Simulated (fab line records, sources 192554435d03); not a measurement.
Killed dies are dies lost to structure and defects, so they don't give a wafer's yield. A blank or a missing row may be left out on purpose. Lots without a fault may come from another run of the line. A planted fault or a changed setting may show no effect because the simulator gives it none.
Chamber matching | flow n5_finfet | N5_HKMG_FIN_ETCH_54 on rie_diel-04: 4 sister chambers
The step etches SiARC in CF4, target depth 45.5 nm, time 75.8 s. 8 wafers are shown with their chamber, then 11 later ones without.

WAFERS WITH THEIR CHAMBER
wafer  | chamber | throttle_valve_pct (%) | drypump_motor_current_A (A)
L082.5 | 3       | 16.09                  | 5.6
L084.5 | 1       | 15.65                  | 5.5
L085.2 | 3       | 16.10                  | 5.6
L085.3 | 0       | 15.60                  | 5.3
L086.1 | 0       | 15.59                  | 5.3
L086.3 | 2       | 15.28                  | 5.9
L086.5 | 1       | 15.67                  | 5.6
L092.2 | 2       | 15.29                  | 5.9

WAFERS WITHOUT THEIR CHAMBER
wafer  | throttle_valve_pct (%) | drypump_motor_current_A (A)
L092.4 | 15.63                  | 5.3
L092.5 | 15.34                  | 6.0
L093.3 | 15.70                  | 5.5
L093.5 | 15.70                  | 5.5
L093.6 | 15.33                  | 6.0
L095.1 | 15.71                  | 5.6
L095.4 | 15.72                  | 5.5
L095.6 | 15.32                  | 6.0
L091.3 | 15.35                  | 6.0
L091.4 | 15.66                  | 5.3
L091.5 | 15.72                  | 5.6

WHICH CHAMBER EACH WENT THROUGH
wafer  | from the rows above     | in truth
L092.4 | 0                       | 0
L092.5 | 2                       | 2
L093.3 | 1                       | 1
L093.5 | 1                       | 1
L093.6 | 2                       | 2
L095.1 | 1                       | 1
L095.4 | 1                       | 1
L095.6 | 2                       | 2
L091.3 | 2                       | 2
L091.4 | can't be placed: 0 or 1 | 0
L091.5 | 1                       | 1
Placed correctly: 10 of 11. Can't be placed from these rows: 1 (the true chamber is among the candidates in 1). Placed wrongly: 0.
How it was worked out, from the rows above alone: a wafer's distance from a chamber is the root of the sum, over the readings, of the square of ((its reading less the chamber's mean) divided by the reading's scatter). The wafer belongs to the nearest chamber; if the next one is less than 2 further off, it can't be placed. A chamber's mean is the mean of its shown wafers. The scatter: the root of (the sum of the squares of (reading less its chamber's mean) over the shown wafers, divided by (wafers less chambers)).
